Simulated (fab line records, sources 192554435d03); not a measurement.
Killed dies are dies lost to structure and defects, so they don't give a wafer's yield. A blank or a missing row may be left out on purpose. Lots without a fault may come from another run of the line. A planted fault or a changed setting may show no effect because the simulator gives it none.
fab line records | flow n5_finfet
record lots=6 wafers=18 last_day=18
route steps=1938 shown BEOL_M1@836 BEOL_M2@841 BEOL_M4@1111 PASSIVATION@1936
lots that met no fault: from a run of the same line without faults
start_h: hours from the record's first day to the start of the lot's first wafer shown | wait_h: hours since the lot's step before | " the same as in the row above | L1.1+2: a row that stands for several wafers | - no value, or no start given | * or withheld: withheld | < > ~ a bound
route shown NAME@n: a module of which the file shows steps, and the number in the route of the first | usual: mean/standard deviation of fault-free wafers | same: alike in all rows | chamber/n: place in a boat | sites: the reading at each site | _std_site: their standard deviation | _edge_site: outer sites' mean less inner sites' | radius_mm: how far each site lies from the wafer's centre | mask NAME#n: copy n | behind: the tool/chamber that last shaped the wafer | hold: why the lot was held/for how many hours/how that ended | device: the transistor (n, p or np) that didn't switch | end of line: the same wafers' tests at the end of the route | a step without rows: its recipe alone | killed: dies lost to structure and defects at the first sort, not the wafer's yield | map: a wafer's dies, x killed, . not, _ none there
set.NAME: the setting as run; set.NAME@STEP: as run at that earlier step | model.NAME: the simulator's own value behind a step, which no gauge read
lots at some steps of the route; a table a step, a row a wafer
services: from which hour (start_h, from the record's first day; less than 0 if before it) a tool's chamber was out of use, for how many hours, and why
## steps
# step N5_BEOL_M1_CO_CAP_55
# recipe material=Co target_thk_a=20 temp_c=200 precursor=CCTBA/H2 pressure_torr=30 time_s=102.1
# usual heater_power_w=233/23
# columns lot.wafer tool chamber start_h wait_h heater_power_w since_wet_clean_h
L588.3 cvd_co-02 0 163.04 0.0 239 704
L588.5 " 1 " " 249 -
L588.6 " 2 " " 225 -
L589.3 cvd_co-02 1 166.65 0.0 256 1145
L589.4 " 1 " " 242 -
L589.5 " 0 " " 233 -
L592.2 cvd_co-02 2 179.25 0.0 220 261
L592.4 " 1 " " 249 -
L592.5 " 2 " " 223 -
L594.1 cvd_co-01 2 184.03 0.0 195 485
L594.2 " 1 " " 244 47
L594.6 " 2 " " 196 -
L601.3 cvd_co-01 0 233.83 0.0 257 994
L601.4 " 0 " " 257 -
L601.5 " 1 " " 241 -
L608.2 cvd_co-02 0 275.40 0.0 235 817
L608.3 " 2 " " 224 357
L608.5 " 0 " " 236 -
# step N5_BEOL_M1_PRE_CLEAN_56
# recipe gas=NH3 time_s=15 temp_c=withheld rf_power_w=300
# step N5_BEOL_M1_DEP_57
# recipe material=SiCN target_thk_a=80 temp_c=withheld precursor=3MS/NH3 pressure_torr=3 rf_w=202 time_s=14
# usual rf_fwd_power_W=199.5/0.83 showerhead_plenum_p_Torr=3.666/0.013 showerhead_vpp_V=898/40 throttle_valve_pct=9.0/0.44
# columns lot.wafer tool chamber start_h wait_h rf_fwd_power_W showerhead_plenum_p_Torr showerhead_vpp_V since_wet_clean_h throttle_valve_pct
L588.3 pecvd-03 2 163.15 0.0 198.5 3.676 921 476 8.1
L588.5 " 1 " " 199.7 3.658 908 - 8.9
L588.6 " 0 " " 199.3 3.664 832 - 9.7
L589.3 pecvd-04 0 166.77 0.0 199.3 3.659 925 689 9.3
L589.4 " 1 " " 198.2 3.649 929 - 8.7
L589.5 " 2 " " 198.4 3.631 870 - 9.4
L592.2 pecvd-03 1 179.36 0.0 200.5 3.658 885 1971 9.1
L592.4 " 0 " " 199.9 3.652 835 - 10.0
L592.5 " 1 " " 200.7 3.668 913 - 9.1
L594.1 pecvd-03 2 184.15 0.0 199.1 3.676 913 497 8.4
L594.2 " 0 " " 200.5 3.652 848 1251 9.7
L594.6 " 0 " " 200.8 3.661 849 - 9.6
L601.3 pecvd-02 1 233.94 0.0 200.3 3.683 937 1663 9.2
L601.4 " 1 " " 200.7 3.669 915 - 9.1
L601.5 " 2 " " 200.5 3.667 839 - 8.9
L608.2 pecvd-03 0 275.51 0.0 199.5 3.654 855 1342 9.4
L608.3 " 2 " " 198.2 3.674 939 588 8.5
L608.5 " 1 " " 199.0 3.671 920 - 8.9
# step N5_BEOL_M1_RS_MEAS_58
# recipe thk_meas_gauge=four-point-probe reads=Co_of_BEOL_M1_CO_CAP_55+Cu_of_BEOL_M1_ECD_50+Co_of_BEOL_M1_CVD_47+TaN_of_BEOL_M1_ALD_84
# usual M1_RS=0.66/0.03
# columns lot.wafer tool chamber start_h wait_h M1_RS[ohm/sq]
L588.3 film_metro-01 - 163.30 0.1 0.63
L588.5 " - " " 0.61
L588.6 " - " " 0.62
L589.3 film_metro-01 - 166.83 0.1 0.67
L589.4 " - " " 0.66
L589.5 " - " " 0.67
L592.2 film_metro-02 - 179.43 0.1 0.64
L592.4 " - " " 0.63
L592.5 " - " " 0.64
L594.1 film_metro-02 - 184.22 0.0 0.67
L594.2 " - " " 0.64
L594.6 " - " " 0.65
L601.3 film_metro-02 - 234.01 0.1 0.64
L601.4 " - " " 0.62
L601.5 " - " " 0.69
L608.2 film_metro-01 - 275.58 0.1 0.67
L608.3 " - " " 0.71
L608.5 " - " " 0.69
# step N5_BEOL_M1_INSPECT_59
# recipe inspect_instrument=darkfield mode=post_dep
# usual raw_defect_count=70/25
# columns lot.wafer tool chamber start_h wait_h raw_defect_count
L588.3 defect_inspect-01 - 163.32 0.0 100
L588.5 " - " " 98
L588.6 " - " " 144
L589.3 defect_inspect-01 - 166.86 0.0 86
L589.4 " - " " 43
L589.5 " - " " 41
L592.2 defect_inspect-01 - 179.46 0.0 51
L592.4 " - " " 71
L592.5 " - " " 55
L594.1 defect_inspect-01 - 184.24 0.0 46
L594.2 " - " " 31
L594.6 " - " " 44
L601.3 defect_inspect-01 - 234.04 0.0 74
L601.4 " - " " 81
L601.5 " - " " 64
L608.2 defect_inspect-01 - 275.61 0.0 22
L608.3 " - " " 36
L608.5 " - " " 25
# step N5_BEOL_M2_ILD_DEP_00
# recipe material=SiOC target_thk_a=790 temp_c=350 precursor=DEMS/O2 pressure_torr=5 rf_w=500 time_s=15.3
# usual heater_power_w=508/88 rf_fwd_power_W=492.7/2.1 showerhead_plenum_p_Torr=5.687/0.016 showerhead_vpp_V=1423/39 throttle_valve_pct=11.9/0.45
# columns lot.wafer tool chamber start_h wait_h heater_power_w rf_fwd_power_W showerhead_plenum_p_Torr showerhead_vpp_V since_wet_clean_h throttle_valve_pct
L588.3 pecvd-03 0 163.36 0.0 359 495.9 5.674 1286 1230 12.6
L588.5 " 1 " " 474 490.6 5.691 1440 - 12.3
L588.6 " 2 " " 611 493.6 5.722 1494 - 11.0
L589.3 pecvd-01 0 166.90 0.0 449 493.2 5.693 1412 1052 12.4
L589.4 " 2 " " 593 494.4 5.708 1425 - 11.3
L589.5 " 0 " " 453 492.0 5.695 1436 - 12.4
L592.2 pecvd-04 1 179.49 0.0 540 488.6 5.682 1461 326 11.5
L592.4 " 0 " " 553 495.2 5.688 1459 - 12.3
L592.5 " 1 " " 530 487.5 5.677 1485 - 11.2
L594.1 pecvd-04 0 184.28 0.0 652 492.7 5.681 1486 707 12.2
L594.2 " 1 " " 534 490.6 5.684 1465 331 11.0
L594.6 " 0 " " 667 493.9 5.684 1477 - 12.2
L601.3 pecvd-03 2 234.07 0.0 583 495.8 5.719 1463 546 10.7
L601.4 " 2 " " 585 494.4 5.714 1447 - 11.3
L601.5 " 1 " " 517 493.7 5.702 1449 - 11.9
L608.2 pecvd-04 2 275.64 0.0 628 489.6 5.656 1372 487 12.2
L608.3 " 0 " " 656 492.4 5.699 1454 798 12.3
L608.5 " 1 " " 495 490.4 5.678 1477 - 11.6
# step N5_BEOL_M2_THK_MEAS_01
# recipe reads=SiOC_of_BEOL_M2_ILD_DEP_00
# usual M2_ILD_THK=78.6/1
# columns lot.wafer tool chamber start_h wait_h M2_ILD_THK[nm]
L588.3 film_metro-01 - 163.43 0.1 78.0
L588.5 " - " " 80.3
L588.6 " - " " 79.8
L589.3 film_metro-02 - 166.96 0.1 78.2
L589.4 " - " " 78.4
L589.5 " - " " 78.5
L592.2 film_metro-02 - 179.56 0.1 78.1
L592.4 " - " " 79.0
L592.5 " - " " 78.4
L594.1 film_metro-02 - 184.35 0.0 77.7
L594.2 " - " " 76.9
L594.6 " - " " 78.4
L601.3 film_metro-02 - 234.14 0.1 79.0
L601.4 " - " " 79.2
L601.5 " - " " 79.6
L608.2 film_metro-01 - 275.71 0.1 79.0
L608.3 " - " " 78.6
L608.5 " - " " 78.5
# step N5_BEOL_M2_PECVD_72
# recipe material=SiO2 target_thk_a=160 temp_c=400 precursor=TEOS/O2 pressure_torr=5.5 rf_w=450 teos_flow_sccm=53.8 gas=O2 flow_sccm=3000 time_s=18
# usual heater_power_w=740/120 rf_fwd_power_W=443.8/2.1 showerhead_plenum_p_Torr=8.76/0.064 showerhead_vpp_V=1346/51 throttle_valve_pct=22.3/1
# columns lot.wafer tool chamber start_h wait_h heater_power_w rf_fwd_power_W showerhead_plenum_p_Torr showerhead_vpp_V since_wet_clean_h throttle_valve_pct
L588.3 pecvd-01 1 163.46 0.0 645 447.4 8.69 1331 1774 22.2
L588.5 " 1 " " 641 444.4 8.68 1310 - 22.4
L588.6 " 2 " " 822 446.2 8.82 1359 - 21.5
L589.3 pecvd-04 0 167.00 0.0 955 442.8 8.77 1404 690 23.0
L589.4 " 2 " " 794 443.6 8.65 1290 - 22.8
L589.5 " 0 " " 979 445.1 8.75 1387 - 22.7
L592.2 pecvd-03 0 179.60 0.0 563 445.6 8.74 1233 1246 23.7
L592.4 " 1 " " 716 445.7 8.82 1349 - 22.4
L592.5 " 2 " " 801 439.8 8.87 1394 - 20.5
L594.1 pecvd-03 0 184.38 0.0 596 445.7 8.72 1266 1251 23.6
L594.2 " 2 " " 829 445.4 8.86 1415 497 20.5
L594.6 " 1 " " 655 447.6 8.79 1361 - 22.2
L601.3 pecvd-03 0 234.18 0.0 469 445.8 8.72 1277 1301 23.5
L601.4 " 2 " " 729 442.3 8.86 1384 - 20.6
L601.5 " 0 " " 476 446.0 8.72 1247 - 24.0
L608.2 pecvd-01 1 275.75 0.0 656 442.6 8.69 1359 1886 22.3
L608.3 " 0 " " 732 444.0 8.78 1348 1161 22.9
L608.5 " 0 " " 776 443.3 8.74 1342 - 23.1
# step N5_BEOL_M2_HM_DEP_02
# recipe material=TiN target_thk_a=200 temp_c=25 chamber_pressure_pa=0.49996
# usual throttle_valve_pct=29.8/1.6
# columns lot.wafer tool chamber start_h wait_h throttle_valve_pct
L588.3 pvd_sputter-03 - 163.71 0.2 31.8
L588.5 " - " " 30.9
L588.6 " - " " 27.8
L589.3 pvd_sputter-03 - 169.08 2.1 30.9
L589.4 " - " " 27.8
L589.5 " - " " 27.7
L592.2 pvd_sputter-03 - 179.94 0.3 31.9
L592.4 " - " " 27.5
L592.5 " - " " 28.8
L594.1 pvd_sputter-02 - 185.26 0.9 32.6
L594.2 " - " " 28.7
L594.6 " - " " 31.0
L601.3 pvd_sputter-03 - 236.42 2.2 31.7
L601.4 " - " " 28.8
L601.5 " - " " 31.5
L608.2 pvd_sputter-03 - 276.33 0.6 31.7
L608.3 " - " " 30.7
L608.5 " - " " 27.6
# step N5_BEOL_M2_COAT_61
# recipe resist=SOC temp_c=250 time_s=60 spin_rpm=1500 resist_thk_nm=60
# step N5_BEOL_M2_COAT_62
# recipe resist=SiARC temp_c=220 time_s=60 spin_rpm=1500 resist_thk_nm=12
# step N5_BEOL_M2_COAT_73
# recipe resist=underlayer temp_c=205 time_s=60 spin_rpm=1500 resist_thk_nm=5
# step N5_BEOL_M2_COAT_05
# recipe resist=CAR-EUV spin_rpm=1500 resist_thk_nm=30
# usual spin_speed_rpm=1500.1/1.3
# columns lot.wafer tool chamber start_h wait_h spin_speed_rpm model.CAR-EUV_of_BEOL_M2_COAT_05.thk_nm
L588.3 litho_track-03 0 163.85 - 1500.7 29.8
L588.5 " 0 " " 1501.5 30
L588.6 " 0 " " 1501.4 29.8
L589.3 litho_track-04 0 169.22 - 1499.9 30
L589.4 " 0 " " 1499.4 30.2
L589.5 " 0 " " 1501.6 30
L592.2 litho_track-04 0 180.08 - 1339.9 31.6
L592.4 " 0 " " 1338.5 31.8
L592.5 " 0 " " 1339.3 31.6
L594.1 litho_track-04 0 185.40 - 1339.4 31.6
L594.2 " 0 " " 1339.4 31.6
L594.6 " 0 " " 1340.1 31.6
L601.3 litho_track-02 0 236.55 - 1497.6 30.2
L601.4 " 0 " " 1497.5 30.2
L601.5 " 0 " " 1500.4 30.2
L608.2 litho_track-03 0 276.46 - 1498.8 30
L608.3 " 0 " " 1501.5 30
L608.5 " 0 " " 1498.4 30
# step N5_BEOL_M2_EBR_07
# recipe solvent=PGMEA ebr_width_mm=1.5
# step N5_BEOL_M2_SOFTBAKE_06
# recipe temp_c=110 time_s=60 resist=CAR-EUV
# step N5_BEOL_M2_EXPOSE_08
# recipe mask_id=M2 na=0.33 source_shape=dipole sigma_inner=0.369 sigma_outer=0.767 polarization=unpolarized dose_mj=41.25
# step N5_BEOL_M2_PEB_09
# recipe peb_temp_c=100 peb_time_s=60 resist=CAR-EUV
# step N5_BEOL_M2_DEVELOP_10
# recipe develop_time_s=30 developer=TMAH resist=CAR-EUV rinse_liquid=surfactant_rinse dry=air_spin dev_temp_c=23
# step N5_BEOL_M2_CD_MEAS_11
# recipe target_cd_nm=16.79 landing_energy_ev=500 detector=se_inlens polarity=opening
# usual cd_nm=16.73/0.24
# columns lot.wafer tool chamber start_h wait_h cd_nm
L588.3 cd_sem-03 0 164.13 - 16.65
L588.5 " 0 " " 16.70
L588.6 " 0 " " 17.00
L589.3 cd_sem-01 0 169.48 - 16.98
L589.4 " 0 " " 16.86
L589.5 " 0 " " 16.68
L592.2 cd_sem-01 0 180.46 - 16.45
L592.4 " 0 " " 16.47
L592.5 " 0 " " 17.09
L594.1 cd_sem-02 0 185.78 - 16.50
L594.2 " 0 " " 16.68
L594.6 " 0 " " 16.51
L601.3 cd_sem-01 0 236.82 - 16.74
L601.4 " 0 " " 17.04
L601.5 " 0 " " 16.73
L608.2 cd_sem-01 0 276.73 - 16.94
L608.3 " 0 " " 16.87
L608.5 " 0 " " 16.72
# step N5_BEOL_M2_OVL_MEAS_12
# recipe points_per_wafer=522
# usual M2_OVL=-0.3/0.72
# columns lot.wafer tool chamber start_h wait_h M2_OVL[nm]
L588.3 overlay-02 0 164.17 0.0 -0.2
L588.5 " 0 " " 0.3
L588.6 " 0 " " -0.7
L589.3 overlay-02 0 169.52 0.0 -0.6
L589.4 " 0 " " -0.1
L589.5 " 0 " " -0.2
L592.2 overlay-01 0 180.50 0.0 -0.3
L592.4 " 0 " " -1.7
L592.5 " 0 " " -0.2
L594.1 overlay-02 0 185.81 0.0 -0.5
L594.2 " 0 " " 0.0
L594.6 " 0 " " 0.3
L601.3 overlay-01 0 236.86 0.0 -0.8
L601.4 " 0 " " -0.3
L601.5 " 0 " " -0.2
L608.2 overlay-02 0 276.76 0.0 -0.6
L608.3 " 0 " " 0.8
L608.5 " 0 " " 1.0
# step N5_BEOL_M2_INSPECT_13
# recipe mode=adi inspect_instrument=brightfield
# usual raw_defect_count=381/93
# columns lot.wafer tool chamber start_h wait_h raw_defect_count
L588.3 defect_inspect-02 - 164.21 0.0 627
L588.5 " - " " 648
L588.6 " - " " 605
L589.3 defect_inspect-01 - 169.57 0.0 371
L589.4 " - " " 241
L589.5 " - " " 336
L592.2 defect_inspect-02 - 180.55 0.0 358
L592.4 " - " " 306
L592.5 " - " " 358
L594.1 defect_inspect-01 - 185.87 0.1 519
L594.2 " - " " 396
L594.6 " - " " 507
L601.3 defect_inspect-02 - 236.91 0.0 274
L601.4 " - " " 296
L601.5 " - " " 258
L608.2 defect_inspect-01 - 276.81 0.0 392
L608.3 " - " " 364
L608.5 " - " " 406
# step N5_BEOL_M2_DESCUM_16
# recipe chemistry=O2 time_s=7 source_power_w=50 bias_power_w=20 pressure_mtorr=20 rf_frequency_hz=2.712e+07 temp_c=40 resist=CAR-EUV o2_flow_sccm=225
# usual drypump_motor_current_A=5.7/0.42 oes_product_au=0.77/0.09 rf_fwd_power_W=49.42/0.24 rf_vpp_V=243.2/1.7 showerhead_plenum_p_Torr=2.09/0.1 throttle_valve_pct=20.49/0.16
# columns lot.wafer tool chamber start_h wait_h drypump_motor_current_A oes_product_au rf_fwd_power_W rf_hours_counter_h rf_vpp_V showerhead_plenum_p_Torr throttle_valve_pct model.CAR-EUV_of_BEOL_M2_COAT_05.thk_nm
L588.3 rie_diel-01 1 164.25 0.0 6.1 0.71 49.65 189 243.2 2.06 20.48 25.8
L588.5 " 3 " " 5.3 0.72 49.60 - 242.8 2.07 20.35 26
L588.6 " 2 " " 6.4 0.68 49.27 - 244.7 2.14 20.33 25.8
L589.3 rie_diel-06 1 169.60 0.0 5.7 0.70 49.32 236 242.3 2.05 20.67 26
L589.4 " 3 " " 5.8 0.80 49.68 125 245.5 2.19 20.50 26.2
L589.5 " 3 " " 5.7 0.79 49.46 - 245.0 2.19 20.51 26.2
L592.2 rie_diel-05 2 180.59 0.0 5.4 0.68 49.27 241 242.0 1.98 20.47 27.8
L592.4 " 3 " " 5.1 0.71 49.51 204 243.7 2.07 20.40 27.8
L592.5 " 2 " " 5.4 0.69 49.35 - 241.2 1.98 20.49 27.8
L594.1 rie_diel-06 0 185.90 0.0 6.0 0.76 48.96 147 244.6 2.20 20.65 27.6
L594.2 " 1 " " 5.8 0.72 49.43 242 243.2 2.05 20.69 27.6
L594.6 " 1 " " 5.7 0.70 49.31 - 242.3 2.05 20.64 27.6
L601.3 rie_diel-06 3 236.94 0.0 5.8 0.78 49.69 148 244.5 2.18 20.55 26.2
L601.4 " 1 " " 5.8 0.95 49.19 3 242.0 2.05 20.22 26.2
L601.5 " 2 " " 5.6 0.68 49.27 - 242.2 1.99 20.57 26.2
L608.2 rie_diel-05 3 276.85 0.0 5.2 0.69 49.72 242 242.3 2.05 20.47 26
L608.3 " 2 " " 5.5 0.93 49.53 17 245.0 2.23 20.06 26
L608.5 " 2 " " 5.5 0.91 49.50 - 245.7 2.23 20.06 26.2
# step N5_BEOL_M2_ETCH_74
# recipe chemistry=N2/H2 target=underlayer target_depth_a=65 mask_material=CAR-EUV time_s=5.2 ion_energy_ev=200 pressure_mtorr=30 source_w=840 bias_w=150 n2_flow_sccm=200 h2_flow_sccm=200 ends=cleared
# step N5_BEOL_M4_RC_MEAS_101
# usual DIBL_N=35.9/1.4 DIBL_P=35.9/1.7 IOFF_N=0.160/0.026 IOFF_P=0.21/0.036 ION_N=672/11 ION_P=461/8.1 SS_N=71.4/0.54 SS_P=73.2/0.67 VT_N=249.3/2.7 VT_P=-250/3.9
# columns lot.wafer tool chamber start_h wait_h DIBL_N[mV/V] DIBL_P[mV/V] IOFF_N[nA/um] IOFF_P[nA/um] ION_N[uA/um] ION_P[uA/um] SS_N[mV/dec] SS_P[mV/dec] VT_N[mV] VT_P[mV]
L588.3 prober-02 0 197.11 0.3 36.4 35.4 0.161 0.20 663 454 71.0 73.6 249.6 -252
L588.5 " 0 " " 35.9 35.5 0.162 0.21 674 462 71.0 72.9 250.4 -249
L588.6 " 0 " " 38.1 37.9 0.191 0.25 671 463 72.0 74.1 246.7 -246
L589.3 prober-02 0 204.73 0.3 33.6 33.4 0.128 0.16 660 457 71.2 71.9 251.0 -257
L589.4 " 0 " " 37.0 38.6 0.193 0.24 695 470 71.4 74.5 245.2 -250
L589.5 " 0 " " 32.3 32.6 0.111 0.14 654 447 70.7 72.3 252.4 -256
L592.2 prober-01 0 208.83 0.2 37.1 36.9 0.186 0.25 668 463 71.2 73.8 245.6 -246
L592.4 " 0 " " 35.4 33.7 0.149 0.19 678 465 71.2 72.4 249.2 -250
L592.5 " 0 " " 35.9 35.5 0.161 0.23 674 477 70.9 73.4 248.7 -245
L594.1 prober-02 0 221.02 0.0 35.1 33.8 0.134 0.17 663 457 71.3 72.8 250.4 -255
L594.2 " 0 " " 34.6 33.7 0.127 0.18 668 459 70.5 72.7 252.8 -251
L594.6 " 0 " " 37.1 36.7 0.169 0.23 677 460 71.7 72.7 246.9 -247
L601.3 prober-01 0 266.15 0.3 36.5 33.9 0.162 0.19 663 448 72.6 72.6 252.6 -253
L601.4 " 0 " " 35.8 34.6 0.165 0.19 675 454 72.0 73.0 249.6 -252
L601.5 " 0 " " 36.2 34.7 0.167 0.20 662 455 71.4 73.5 249.7 -250
L608.2 prober-02 0 316.42 0.2 39.0 40.0 0.214 0.25 680 464 72.3 74.7 247.5 -248
L608.3 " 0 " " 38.4 39.7 0.194 0.24 668 459 71.7 74.4 249.7 -250
L608.5 " 0 " " 35.8 36.9 0.151 0.19 663 456 71.6 73.2 252.8 -254
# step N5_PASSIVATION_PROBE_49
# usual defect_limited_yield=90.9/1.5 killed_at_M0_to_M3=35/10 killed_at_M4_up=14/5.2 killed_at_contacts=13/7.3 killed_at_front_end=42/12 killed_at_other=3.4/2.5 killed_dies=108/18 killed_open=70/13 killed_short=35/8 sort_bin_5_function=5.4/1 sort_bin_6_memory=3.4/0.71 sort_n_pass=1072/18 sort_yield_pct=90.9/1.5
# same gross_dies=1180 killed_at_back_side=0 sort_bin_4_leakage[%]=0 sort_bin_8_speed[%]=0
# columns lot.wafer tool chamber start_h wait_h defect_limited_yield[%] killed_at_M0_to_M3 killed_at_M4_up killed_at_contacts killed_at_front_end killed_at_other killed_dies killed_open killed_short sort_bin_5_function[%] sort_bin_6_memory[%] sort_n_pass sort_yield_pct[%]
L589.3 prober-01 - 304.09 0.1 91.9 30 9 13 38 6 96 65 31 4.7 3.2 1084 91.9
L589.4 prober-01 - 304.14 0.2 91.2 17 10 32 41 4 104 70 32 6.0 2.7 1076 91.2
L589.5 prober-01 - 304.19 0.2 90.9 29 10 21 43 4 107 65 39 5.1 3.4 1073 90.9
L594.2 prober-01 - 317.53 0.1 90.2 46 12 13 43 2 116 76 39 5.7 3.9 1064 90.2
L594.6 prober-01 - 317.73 0.3 91.2 33 14 19 36 2 104 63 35 4.7 3.5 1076 91.2
L592.2 prober-02 - 321.02 0.1 92.3 29 19 6 34 3 91 58 28 4.3 3.1 1089 92.3
L601.3 prober-02 - 376.67 0.1 90.8 54 6 14 28 6 108 73 33 5.8 3.1 1072 90.8
L601.4 prober-02 - 376.72 0.2 88.5 52 20 16 47 1 136 88 45 7.1 4.2 1044 88.5
L601.5 prober-02 - 376.77 0.2 90.7 47 21 19 22 1 110 70 39 5.1 4.1 1070 90.7
# killed by level:class
L589.3 MOL_CONTACT_COAG:geometric_particle:open=13 FIN_SAQP:geometric_particle:short=8 BEOL_M2:geometric_particle:open=8 FIN_SAQP:geometric_particle:open=5 STI_FIN_REVEAL:geometric_particle:open=5 BEOL_M0:geometric_particle:open=5 GATE_CUT:geometric_particle:short=4 BEOL_M0_SAQP:geometric_particle:open=4
L589.4 MOL_CONTACT_COAG:geometric_particle:open=26 FIN_SAQP:geometric_particle:short=12 FIN_SAQP:geometric_particle:open=12 MOL_CONTACT_COAG:geometric_particle:short=6 BEOL_M0_SAQP:geometric_particle:open=5 BEOL_M0_SAQP:geometric_particle:short=5 BEOL_M3:geometric_particle:open=4 BEOL_M7:geometric_particle:open=3
L589.5 MOL_CONTACT_COAG:geometric_particle:open=16 FIN_SAQP:geometric_particle:open=11 FIN_SAQP:geometric_particle:short=8 STI_FIN_REVEAL:geometric_particle:open=7 BEOL_M0:geometric_particle:open=7 BEOL_M0_SAQP:geometric_particle:short=5 MOL_CONTACT_COAG:geometric_particle:short=4 BEOL_M0_SAQP:geometric_particle:open=4
L594.2 BEOL_M3:geometric_particle:open=13 STI_FIN_REVEAL:geometric_particle:open=12 BEOL_M0_SAQP:geometric_particle:short=11 BEOL_M0_SAQP:geometric_particle:open=10 MOL_CONTACT_COAG:geometric_particle:open=9 FIN_SAQP:geometric_particle:open=6 GATE_CUT:geometric_particle:open=6 FIN_SAQP:geometric_particle:short=4
L594.6 MOL_CONTACT_COAG:geometric_particle:open=14 BEOL_M3:geometric_particle:open=11 STI_FIN_REVEAL:geometric_particle:open=9 BEOL_M0_SAQP:geometric_particle:short=7 BEOL_M0_SAQP:geometric_particle:open=6 GATE_CUT:geometric_particle:short=5 BEOL_M4:geometric_particle:open=5 FIN_SAQP:geometric_particle:open=4
L592.2 BEOL_M0_SAQP:geometric_particle:open=12 BEOL_M4:geometric_particle:open=11 FIN_SAQP:geometric_particle:open=6 FIN_SAQP:geometric_particle:short=4 STI_FIN_REVEAL:geometric_particle:open=4 GATE_CUT:geometric_particle:open=4 GATE_CUT:geometric_particle:short=4 BEOL_M0_SAQP:geometric_particle:short=4
L601.3 BEOL_M1:geometric_particle:open=18 BEOL_M0_SAQP:geometric_particle:open=9 MOL_CONTACT_COAG:geometric_particle:open=8 BEOL_M2:geometric_particle:open=8 BEOL_M0_SAQP:geometric_particle:short=7 DUMMY_GATE:geometric_particle:open=6 GATE_CUT:geometric_particle:short=5 MOL_CONTACT_COAG:geometric_particle:short=5
L601.4 BEOL_M0_SAQP:geometric_particle:short=18 STI_FIN_REVEAL:geometric_particle:open=17 BEOL_M0_SAQP:geometric_particle:open=14 MOL_CONTACT_COAG:geometric_particle:open=13 BEOL_M4:geometric_particle:open=8 FIN_SAQP:geometric_particle:short=7 FIN_SAQP:geometric_particle:open=7 BEOL_M3:geometric_particle:open=6
L601.5 MOL_CONTACT_COAG:geometric_particle:open=17 BEOL_M0_SAQP:geometric_particle:short=16 BEOL_M4:geometric_particle:open=14 BEOL_M0_SAQP:geometric_particle:open=7 BEOL_M1:geometric_particle:open=6 BEOL_M1:geometric_particle:short=4 BEOL_M3:geometric_particle:short=4 BEOL_M3:geometric_particle:open=4
## services
# columns tool chamber start_h hours kind
pecvd-02 - 149.20 1.5 repair
pvd_sputter-03 - 149.97 2.2 repair
rie_diel-06 3 159.99 6.8 repair
pecvd-02 0 162.79 21.3 repair
pecvd-02 - 174.89 0.7 repair
pecvd-01 - 178.63 6.0 pm
cvd_co-02 - 179.76 2.8 pm
pecvd-02 - 185.19 4.3 pm
pecvd-01 2 207.56 17.3 repair
rie_diel-06 1 211.69 - clean
rie_diel-06 1 211.69 - consumable_replace:focus_ring
rie_diel-06 1 211.69 15.6 scheduled_down
rie_diel-06 1 211.69 15.6 vent_cycle
pecvd-03 - 212.33 5.2 repair
pecvd-01 0 214.99 5.0 scheduled_down
cvd_co-02 - 215.16 6.9 pm
cvd_co-01 0 215.84 2.9 repair
rie_diel-05 1 221.26 6.6 repair
pecvd-04 1 222.69 5.5 scheduled_down
pecvd-04 0 228.15 2.1 scheduled_down
cvd_co-02 - 228.18 3.4 repair
rie_diel-01 2 252.91 7.8 repair
pecvd-03 - 266.75 2.8 pm
pecvd-01 0 270.45 - calibration
## key
first_sign step=N5_BEOL_M2_COAT_05 reading=spin_speed_rpm direction=down sigmas=99+ usual=* struck=*
effect none on later readings
model_effect step=N5_BEOL_M2_COAT_05 value=CAR-EUV_of_BEOL_M2_COAT_05.thk_nm without=29.9 struck=31.63
model_effect step=N5_BEOL_M2_DESCUM_16 value=CAR-EUV_of_BEOL_M2_COAT_05.thk_nm without=25.9 struck=27.7
met_at N5_BEOL_M2_COAT_05
struck_wafers L592.2,L592.4,L592.5,L594.1,L594.2,L594.6
onset_between 169.22 180.08
fault kind=process_parameter_drift tool=litho_track-04 chamber=- onset_h=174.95 steps=N5_BEOL_M2_COAT_05 channel=spin_rpm offset=* shape=step end_h=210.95 acts_in=* stated=*
